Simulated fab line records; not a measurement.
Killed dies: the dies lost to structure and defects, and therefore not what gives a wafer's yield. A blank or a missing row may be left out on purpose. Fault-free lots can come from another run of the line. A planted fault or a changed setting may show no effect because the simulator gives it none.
Chamber matching    flow n5 finfet    N5_BEOL_M0_SAQP_SPACER2_ALD_26 on ald sin-02 has 4 sister chambers
The step deposits SiO2, target thk 15 nm, pulse time 1 s, purge time 2 s. 4 wafers are shown with their chamber, then 10 later ones without.

## EACH WAFER AND ITS CHAMBER
wafer   chamber  heater power w (W)
L084.1  2        410
L084.5  0        546
L088.2  3        560
L088.4  1        505

## WAFERS MISSING THEIR CHAMBER
wafer   heater power w (W)
L088.6  413
L092.2  562
L092.3  413
L092.5  405
L094.2  498
L094.4  406
L094.5  589
L096.3  485
L096.5  563
L096.6  558

## EACH ONE'S CHAMBER
wafer   from the rows above      in truth
L088.6  2                        2
L092.2  can't be placed: 3 or 0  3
L092.3  2                        2
L092.5  2                        2
L094.2  1                        1
L094.4  2                        2
L094.5  can't be placed: 3 or 0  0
L096.3  1                        1
L096.5  can't be placed: 3 or 0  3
L096.6  can't be placed: 3 or 0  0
Placed correctly: 6 of 10. These rows do not allow placing 4 (true chamber among the candidates in 4). Wrongly placed: 0.
How it was worked out, from the rows above alone: a wafer's distance from a chamber is the root of the sum, over the readings, of the square of ((its reading less the chamber's mean) divided by the reading's scatter). If the next closest chamber is less than 2 further off than the closest, the wafer can't be placed; otherwise it belongs to the closest. For every chamber, the mean is computed from those of its wafers that are shown. The scatter: with one shown wafer a chamber, the root of the mean of the squares of how far each hidden wafer lies from its nearest shown one.
